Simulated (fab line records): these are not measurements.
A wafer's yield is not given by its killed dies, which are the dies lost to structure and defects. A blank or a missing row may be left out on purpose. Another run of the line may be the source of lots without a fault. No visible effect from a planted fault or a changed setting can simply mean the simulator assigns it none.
Matching of chambers | flow n5-finfet | cmp-02 running N5_DUMMY_GATE_CMP_04: 4 sister chambers
The step polishes a-Si. 8 wafers are shown with their chamber, then 12 later ones without.

## WAFERS, EACH WITH ITS CHAMBER
wafer  | chamber | motor-current-A (A) | time-to-endpoint-s (s)
L085.5 | 2       | 9.6                 | 12.9
L087.3 | 0       | 9.0                 | 12.9
L088.1 | 0       | 8.1                 | 15.2
L088.4 | 2       | 9.9                 | 11.8
L089.6 | 1       | 10.5                | 13.4
L090.3 | 1       | 10.6                | 14.6
L090.4 | 3       | 10.1                | 16.8
L090.6 | 3       | 10.1                | 14.9

## WAFERS MISSING THEIR CHAMBER
wafer  | motor-current-A (A) | time-to-endpoint-s (s)
L090.1 | 8.2                 | 15.3
L090.2 | 9.5                 | 13.5
L090.5 | 8.2                 | 14.4
L091.1 | 10.2                | 14.4
L091.2 | 8.1                 | 13.9
L091.6 | 8.2                 | 12.0
L092.1 | 10.2                | 13.6
L092.2 | 11.1                | 12.7
L092.3 | 8.3                 | 11.1
L095.1 | 9.2                 | 11.3
L095.4 | 10.7                | 12.1
L095.5 | 8.4                 | 14.1

## EACH ONE'S CHAMBER
wafer  | from the rows above               | in truth
L090.1 | 0                                 | 0
L090.2 | can't be placed: 2 or 3 or 0 or 1 | 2
L090.5 | 0                                 | 0
L091.1 | can't be placed: 1 or 3 or 2      | 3
L091.2 | 0                                 | 0
L091.6 | 0                                 | 0
L092.1 | can't be placed: 1 or 2 or 3      | 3
L092.2 | 1                                 | 1
L092.3 | can't be placed: 0 or 2           | 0
L095.1 | can't be placed: 2 or 0           | 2
L095.4 | can't be placed: 1 or 2 or 3      | 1
L095.5 | 0                                 | 0
Correctly placed: 6 of 12. Can't be placed from these rows: 6 (the true chamber is among the candidates in 6). Placed wrongly: 0.
How it was worked out, from the rows above alone: a wafer's distance from a chamber is the root of the sum, over the readings, of the square of ((its reading less the chamber's mean) divided by the reading's scatter). If the next closest chamber is less than 2 further off than the closest, the wafer can't be placed; otherwise it belongs to the closest. The mean given for a chamber averages the wafers shown for that chamber. The scatter: take each reading less its chamber's mean, square it, sum over the shown wafers, divide by the number of wafers less the number of chambers, and take the root.
